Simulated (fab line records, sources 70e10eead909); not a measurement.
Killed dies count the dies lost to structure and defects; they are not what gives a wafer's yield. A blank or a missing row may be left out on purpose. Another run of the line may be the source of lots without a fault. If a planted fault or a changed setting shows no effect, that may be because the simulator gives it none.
Which tool did it?	flow nand_harc	72 wafers from 24 lots sampled at 6 of the route's 1159 steps

WHAT THE GAUGES SHOWED, per wafer
The record lacks any reading of a measuring or inspecting step that a usual standard deviation could be used to judge.

WHICH TOOL RAN EACH LOT (tool, then ch and the chambers of the sampled wafers, then the start)
lot	NHARC_A_CHANNEL_FILL_D1_ALD_02	NHARC_A_CHANNEL_FILL_D1_ALD_15	NHARC_A_CHANNEL_FILL_D1_STRIP_29	NHARC_A_STAIRCASE_DESCUM_11	NHARC_A_STAIRCASE_ETCH_19	NHARC_A_STAIRCASE_ETCH_21
L074	ald_hk-04 ch 1,2,3, day 8 14:34	ald_sin_batch-01 ch 0, day 10 19:23 or earlier	rie_diel-13 ch 0,1,2, day 10 19:23 or earlier	rie_diel-11 ch 0,1,3, day 10 19:23	rie_diel-11 ch 0,1,3, no start	rie_diel-11 ch 1,2,3, no start
L076	ald_hk-02 ch 1,2,3, day 8 22:02	ald_sin_batch-01 ch 0, day 11 02:59 or earlier	rie_diel-13 ch 0,1,3, day 11 02:59 or earlier	rie_diel-03 ch 0,2,3, day 11 02:59	rie_diel-03 ch 0,1,2, no start	rie_diel-11 ch 1,2,3, no start
L075	ald_hk-02 ch 1,3, day 8 23:56	ald_sin_batch-01 ch 0, day 11 03:04 or earlier	rie_diel-13 ch 0,2,3, day 11 03:04 or earlier	rie_diel-07 ch 1,2,3, day 11 03:04	rie_diel-07 ch 0,1,2, no start	rie_diel-07 ch 0,1, no start
L077	ald_hk-02 ch 0,1,3, day 9 02:05	ald_sin_batch-02 ch 0, day 11 08:00 or earlier	rie_diel-13 ch 0,2,3, day 11 08:00 or earlier	rie_diel-07 ch 1,2,3, day 11 08:00	rie_diel-07 ch 1,2, no start	rie_diel-11 ch 0,1,3, no start
L079	ald_hk-02 ch 1,2,3, day 9 16:26	ald_sin_batch-02 ch 0, day 11 22:59 or earlier	rie_diel-06 ch 1,2, day 11 22:59 or earlier	rie_diel-03 ch 1,2,3, day 11 22:59	rie_diel-03 ch 0,1,3, no start	rie_diel-11 ch 0,2,3, no start
L080	ald_hk-04 ch 0,2,3, day 9 17:02	ald_sin_batch-02 ch 0, day 11 22:25 or earlier	rie_diel-06 ch 1,2,3, day 11 22:25 or earlier	rie_diel-11 ch 0,1,3, day 11 22:25	rie_diel-11 ch 1,2,3, no start	rie_diel-11 ch 0,2,3, no start
L078	ald_hk-03 ch 0,1,3, day 9 20:46	ald_sin_batch-03 ch 0, day 11 23:34 or earlier	rie_diel-13 ch 1,2,3, day 11 23:34 or earlier	rie_diel-07 ch 0,2,3, day 11 23:34	rie_diel-07 ch 0,1, no start	rie_diel-07 ch 1,2,3, no start
L081	ald_hk-02 ch 1,2, day 10 01:04	ald_sin_batch-02 ch 0, day 12 03:55 or earlier	rie_diel-06 ch 0,1, day 12 03:55 or earlier	rie_diel-03 ch 0,2,3, day 12 03:55	rie_diel-03 ch 0,2,3, no start	rie_diel-03 ch 1,3, no start
L082	ald_hk-04 ch 1,2, day 10 11:44	ald_sin_batch-02 ch 0, day 12 15:52 or earlier	rie_diel-13 ch 1,2,3, day 12 15:52 or earlier	rie_diel-07 ch 0,1,3, day 12 15:52	rie_diel-07 ch 0,1,3, no start	rie_diel-07 ch 2,3, no start
L083	ald_hk-03 ch 0,1,3, day 10 19:07	ald_sin_batch-01 ch 0, day 12 22:19 or earlier	rie_diel-02 ch 0,1,2, day 12 22:19 or earlier	rie_diel-11 ch 2,3, day 12 22:19	rie_diel-11 ch 0,1,3, no start	rie_diel-07 ch 0,1,2, no start
L085	ald_hk-03 ch 0,1, day 11 11:19	ald_sin_batch-02 ch 0, day 13 04:46 or earlier	rie_diel-06 ch 0,2, day 13 04:46	rie_diel-03 ch 0,3, day 13 14:16	rie_diel-03 ch 0,3, no start	rie_diel-11 ch 1,2,3, no start
L084	ald_hk-04 ch 0,2,3, day 11 11:28	ald_sin_batch-02 ch 0, day 13 13:58 or earlier	rie_diel-13 ch 1,2, day 13 13:58 or earlier	rie_diel-11 ch 0,3, day 13 13:58	rie_diel-11 ch 1,2, no start	rie_diel-07 ch 1,2, no start
L086	ald_hk-02 ch 0,1,2, day 11 15:59	ald_sin_batch-01 ch 0, day 13 12:30 or earlier	rie_diel-13 ch 0,1,3, day 13 12:30	rie_diel-07 ch 0,1,2, day 13 21:52	rie_diel-07 ch 0,2,3, no start	rie_diel-07 ch 0,1,2, no start
L087	ald_hk-03 ch 1,2,3, day 11 16:28	ald_sin_batch-01 ch 0, day 13 12:32 or earlier	rie_diel-06 ch 0,3, day 13 12:32	rie_diel-11 ch 1,2, day 13 22:44	rie_diel-11 ch 1,2, no start	rie_diel-07 ch 0,1,2, no start
L089	ald_hk-04 ch 0,1,2, day 12 11:02	ald_sin_batch-02 ch 0, day 14 18:37 or earlier	rie_diel-06 ch 0,1,3, day 14 18:37 or earlier	rie_diel-07 ch 1,2,3, day 14 18:37	rie_diel-07 ch 0,2,3, no start	rie_diel-11 ch 1,3, no start
L088	ald_hk-02 ch 1,2, day 12 11:16	ald_sin_batch-02 ch 0, day 14 19:02 or earlier	rie_diel-13 ch 0,1,3, day 14 19:02 or earlier	rie_diel-03 ch 0,3, day 14 19:02	rie_diel-03 ch 0,1, no start	rie_diel-11 ch 0,1, no start
L093	ald_hk-03 ch 0,1,2, day 12 21:08	ald_sin_batch-02 ch 0, day 15 02:25 or earlier	rie_diel-06 ch 0,2, day 15 02:25 or earlier	rie_diel-03 ch 2,3, day 15 02:25	rie_diel-03 ch 0,3, no start	rie_diel-03 ch 0,1,3, no start
L091	ald_hk-04 ch 0,2,3, day 12 21:20	ald_sin_batch-02 ch 0, day 15 02:00 or earlier	rie_diel-13 ch 0,2,3, day 15 02:00 or earlier	rie_diel-07 ch 1,2,3, day 15 02:00	rie_diel-07 ch 0,2,3, no start	rie_diel-07 ch 1,2,3, no start
L090	ald_hk-03 ch 1,2, day 13 02:54	ald_sin_batch-02 ch 0, day 15 06:58 or earlier	rie_diel-06 ch 0,3, day 15 06:58 or earlier	rie_diel-07 ch 0,1,3, day 15 06:58	rie_diel-07 ch 0,1,3, no start	rie_diel-07 ch 0,1,2, no start
L092	ald_hk-04 ch 0,1,2, day 13 02:57	ald_sin_batch-02 ch 0, day 15 06:47 or earlier	rie_diel-06 ch 1,2,3, day 15 06:47 or earlier	rie_diel-11 ch 0,1,2, day 15 06:47	rie_diel-11 ch 1,2,3, no start	rie_diel-11 ch 0,1,2, no start
L094	ald_hk-03 ch 0,1,2, day 13 10:24	ald_sin_batch-01 ch 0, day 15 17:03 or earlier	rie_diel-06 ch 1,2,3, day 15 17:03 or earlier	rie_diel-03 ch 0,3, day 15 17:03	rie_diel-03 ch 0,3, no start	rie_diel-11 ch 0,2,3, no start
L096	ald_hk-03 ch 0,3, day 14 03:23	ald_sin_batch-02 ch 0, day 16 09:46 or earlier	rie_diel-06 ch 1,2,3, day 16 09:46 or earlier	rie_diel-03 ch 0,1, day 16 09:46	rie_diel-03 ch 1,2, no start	rie_diel-03 ch 1,2, no start
L095	ald_hk-03 ch 0,2,3, day 14 07:27	ald_sin_batch-02 ch 0, day 16 10:07 or earlier	rie_diel-13 ch 0,3, day 16 10:07 or earlier	rie_diel-07 ch 0,1,2, day 16 10:07	rie_diel-07 ch 0,2,3, no start	rie_diel-07 ch 0,1, no start
L097	ald_hk-04 ch 0,1,2, day 14 11:24	ald_sin_batch-02 ch 0, day 16 16:58 or earlier	rie_diel-13 ch 0,2,3, day 16 16:58 or earlier	rie_diel-07 ch 1,2,3, day 16 16:58	rie_diel-07 ch 0,2,3, no start	rie_diel-11 ch 0,2,3, no start
- NHARC_A_CHANNEL_FILL_D1_ALD_02: deposits SiO2, target thk 6 nm, pulse time 10 s, ald cycles 60.
- NHARC_A_CHANNEL_FILL_D1_ALD_15: deposits SiNx, target thk 2 nm, pulse time 60 s, ald cycles 19.
- NHARC_A_CHANNEL_FILL_D1_STRIP_29: strips in O2, time 20 s.
- NHARC_A_STAIRCASE_DESCUM_11: chemistry O2, time 3 s.
- NHARC_A_STAIRCASE_ETCH_19: etches the open film in C4F8/O2, target depth 100 nm, time 40.5 s.
- NHARC_A_STAIRCASE_ETCH_21: etches the open film in C4F8/O2, target depth 100 nm, time 40.5 s.

WHAT THE TOOLS THEMSELVES READ (means of the sampled wafers that have a number; where no wafer has one, the mark that the record gives instead)
NHARC_A_CHANNEL_FILL_D1_ALD_02.
lot	tool	heater_power_w (W)	precursor_pulse_height_rel
L074	ald_hk-04	462	1.009
L076	ald_hk-02	451	0.987
L075	ald_hk-02	427	0.998
L077	ald_hk-02	459	1.011
L079	ald_hk-02	447	1.004
L080	ald_hk-04	473	0.994
L078	ald_hk-03	495	1.016
L081	ald_hk-02	483	1.016
L082	ald_hk-04	440	1.003
L083	ald_hk-03	499	1.003
L085	ald_hk-03	460	0.997
L084	ald_hk-04	478	0.994
L086	ald_hk-02	484	1.000
L087	ald_hk-03	513	0.993
L089	ald_hk-04	467	1.000
L088	ald_hk-02	489	1.005
L093	ald_hk-03	468	1.009
L091	ald_hk-04	479	1.002
L090	ald_hk-03	480	0.996
L092	ald_hk-04	465	0.984
L094	ald_hk-03	470	0.992
L096	ald_hk-03	544	1.002
L095	ald_hk-03	514	1.000
L097	ald_hk-04	464	1.020

NHARC_A_CHANNEL_FILL_D1_ALD_15.
lot	tool	precursor_pulse_height_rel
L074	ald_sin_batch-01	0.990
L076	ald_sin_batch-01	1.009
L075	ald_sin_batch-01	0.994
L077	ald_sin_batch-02	1.002
L079	ald_sin_batch-02	0.992
L080	ald_sin_batch-02	1.000
L078	ald_sin_batch-03	0.998
L081	ald_sin_batch-02	0.999
L082	ald_sin_batch-02	1.000
L083	ald_sin_batch-01	1.006
L085	ald_sin_batch-02	1.007
L084	ald_sin_batch-02	0.983
L086	ald_sin_batch-01	0.982
L087	ald_sin_batch-01	0.992
L089	ald_sin_batch-02	0.989
L088	ald_sin_batch-02	0.991
L093	ald_sin_batch-02	1.010
L091	ald_sin_batch-02	1.002
L090	ald_sin_batch-02	1.008
L092	ald_sin_batch-02	1.016
L094	ald_sin_batch-01	1.007
L096	ald_sin_batch-02	1.011
L095	ald_sin_batch-02	1.010
L097	ald_sin_batch-02	1.015

NHARC_A_CHANNEL_FILL_D1_STRIP_29.
lot	tool	drypump_motor_current_A (A)	o2_flow_sccm (sccm)	oes_product_au (a.u.)	rf_vpp_V (V)	showerhead_plenum_p_Torr (Torr)	throttle_valve_pct (%)
L074	rie_diel-13	6.0	501.2	0.992	58.2	3.44	17.043
L076	rie_diel-13	6.2	501.4	0.989	57.6	3.52	17.029
L075	rie_diel-13	6.2	500.8	0.996	57.4	3.45	17.044
L077	rie_diel-13	6.2	499.1	0.994	57.9	3.45	17.032
L079	rie_diel-06	5.6	499.9	1.002	56.8	3.33	17.028
L080	rie_diel-06	5.9	498.9	0.992	57.8	3.40	17.032
L078	rie_diel-13	6.2	498.6	1.005	57.2	3.50	17.040
L081	rie_diel-06	5.5	502.0	1.000	57.4	3.65	17.034
L082	rie_diel-13	6.2	500.5	1.000	57.9	3.50	17.039
L083	rie_diel-02	5.2	500.0	0.990	57.5	3.54	17.034
L085	rie_diel-06	5.6	500.8	1.005	58.4	3.62	17.040
L084	rie_diel-13	6.0	498.2	1.000	57.5	3.50	17.038
L086	rie_diel-13	6.3	498.7	0.993	57.6	3.52	17.029
L087	rie_diel-06	5.9	502.2	1.000	58.0	3.69	17.046
L089	rie_diel-06	5.8	499.3	1.005	58.5	3.56	17.037
L088	rie_diel-13	6.3	500.2	0.989	58.2	3.52	17.037
L093	rie_diel-06	5.7	501.7	0.987	58.5	3.46	17.041
L091	rie_diel-13	6.2	500.0	0.989	57.2	3.45	17.028
L090	rie_diel-06	6.3	499.7	0.995	57.4	3.60	17.037
L092	rie_diel-06	5.9	498.4	0.997	56.8	3.40	17.037
L094	rie_diel-06	5.9	500.5	0.993	57.5	3.40	17.022
L096	rie_diel-06	5.9	501.1	1.011	58.2	3.40	17.032
L095	rie_diel-13	6.3	499.6	0.988	58.6	3.46	17.034
L097	rie_diel-13	6.2	498.9	0.989	57.8	3.45	17.042

NHARC_A_STAIRCASE_DESCUM_11.
lot	tool	drypump_motor_current_A (A)	o2_flow_sccm (sccm)	oes_product_au (a.u.)	rf_vpp_V (V)	showerhead_plenum_p_Torr (Torr)	throttle_valve_pct (%)
L074	rie_diel-11	6.0	200.2	0.985	58.5	1.90	11.320
L076	rie_diel-03	6.0	200.1	1.004	57.9	1.97	11.315
L075	rie_diel-07	5.9	200.1	0.999	58.2	1.90	11.311
L077	rie_diel-07	6.0	200.0	1.002	56.9	1.90	11.316
L079	rie_diel-03	5.8	200.2	1.001	57.6	1.96	11.309
L080	rie_diel-11	6.0	199.8	0.994	58.5	1.90	11.315
L078	rie_diel-07	5.5	199.8	0.999	58.1	1.92	11.314
L081	rie_diel-03	6.0	199.7	1.000	57.9	1.97	11.313
L082	rie_diel-07	5.7	199.7	1.009	58.1	1.93	11.317
L083	rie_diel-11	5.5	200.2	0.991	57.6	1.83	11.314
L085	rie_diel-03	6.3	199.8	1.006	57.9	1.93	11.317
L084	rie_diel-11	5.6	199.8	0.978	57.9	1.85	11.308
L086	rie_diel-07	6.0	199.8	1.012	57.3	1.91	11.311
L087	rie_diel-11	6.1	200.2	1.011	58.4	1.91	11.302
L089	rie_diel-07	6.0	200.0	0.999	58.1	1.89	11.309
L088	rie_diel-03	6.0	200.2	1.012	57.1	1.96	11.318
L093	rie_diel-03	6.4	199.7	1.002	59.2	1.93	11.310
L091	rie_diel-07	6.0	200.0	1.001	57.4	1.89	11.310
L090	rie_diel-07	5.7	200.4	0.998	57.9	1.92	11.309
L092	rie_diel-11	6.0	199.9	1.002	57.4	1.87	11.306
L094	rie_diel-03	6.4	200.0	1.014	56.8	1.92	11.310
L096	rie_diel-03	5.4	200.1	1.006	57.6	1.98	11.312
L095	rie_diel-07	6.0	200.2	1.012	57.1	1.90	11.316
L097	rie_diel-07	6.0	200.5	1.002	57.3	1.89	11.312

NHARC_A_STAIRCASE_ETCH_19.
lot	tool	oes_product_au (a.u.)	rf_vpp_V (V)
L074	rie_diel-11	0.941	896
L076	rie_diel-03	0.934	902
L075	rie_diel-07	0.958	896
L077	rie_diel-07	0.930	894
L079	rie_diel-03	0.943	899
L080	rie_diel-11	0.948	894
L078	rie_diel-07	0.952	897
L081	rie_diel-03	0.940	899
L082	rie_diel-07	0.963	897
L083	rie_diel-11	0.935	894
L085	rie_diel-03	0.952	900
L084	rie_diel-11	0.942	896
L086	rie_diel-07	0.944	896
L087	rie_diel-11	0.938	896
L089	rie_diel-07	0.945	896
L088	rie_diel-03	0.965	901
L093	rie_diel-03	0.952	897
L091	rie_diel-07	0.947	896
L090	rie_diel-07	0.951	897
L092	rie_diel-11	0.939	894
L094	rie_diel-03	0.948	896
L096	rie_diel-03	0.929	900
L095	rie_diel-07	0.942	895
L097	rie_diel-07	0.934	896

NHARC_A_STAIRCASE_ETCH_21.
lot	tool	oes_product_au (a.u.)	rf_vpp_V (V)
L074	rie_diel-11	0.952	893
L076	rie_diel-11	0.965	893
L075	rie_diel-07	0.948	896
L077	rie_diel-11	0.915	895
L079	rie_diel-11	0.944	891
L080	rie_diel-11	0.941	892
L078	rie_diel-07	0.941	895
L081	rie_diel-03	0.943	898
L082	rie_diel-07	0.939	897
L083	rie_diel-07	0.961	896
L085	rie_diel-11	0.970	892
L084	rie_diel-07	0.974	894
L086	rie_diel-07	0.948	896
L087	rie_diel-07	0.941	895
L089	rie_diel-11	0.953	896
L088	rie_diel-11	0.940	895
L093	rie_diel-03	0.942	898
L091	rie_diel-07	0.949	895
L090	rie_diel-07	0.947	895
L092	rie_diel-11	0.940	893
L094	rie_diel-11	0.918	891
L096	rie_diel-03	0.938	901
L095	rie_diel-07	0.961	896
L097	rie_diel-11	0.939	891

THE ANSWER, worked out from the rows above alone
Rule: the usual values come from the lots themselves. The widest of any qualifying gaps counts: lots, ordered by their means at a reading, are off when they make up no more than a third of the lots, leave a main group of 4 or more, and stand apart from it by 3 or more times the standard deviation of that group's means. If all means in a main group match to the digits the tables above print for the reading, that group is not used. Also off: a lot with no number at a reading for which 4 or more lots have one. Where the step has rows for the other lots, those lots are counted as sound. Order of review: gauges by route order, followed by the tools' own readings, for which a lot's mean as printed above is used. At the first step where some lot is off, the reading lying furthest off is the one used; lots without a number count as furthest.
No lot is off on any of the readings shown, so nothing can be concluded from this.

WHAT THE SIMULATOR HAD INSERTED
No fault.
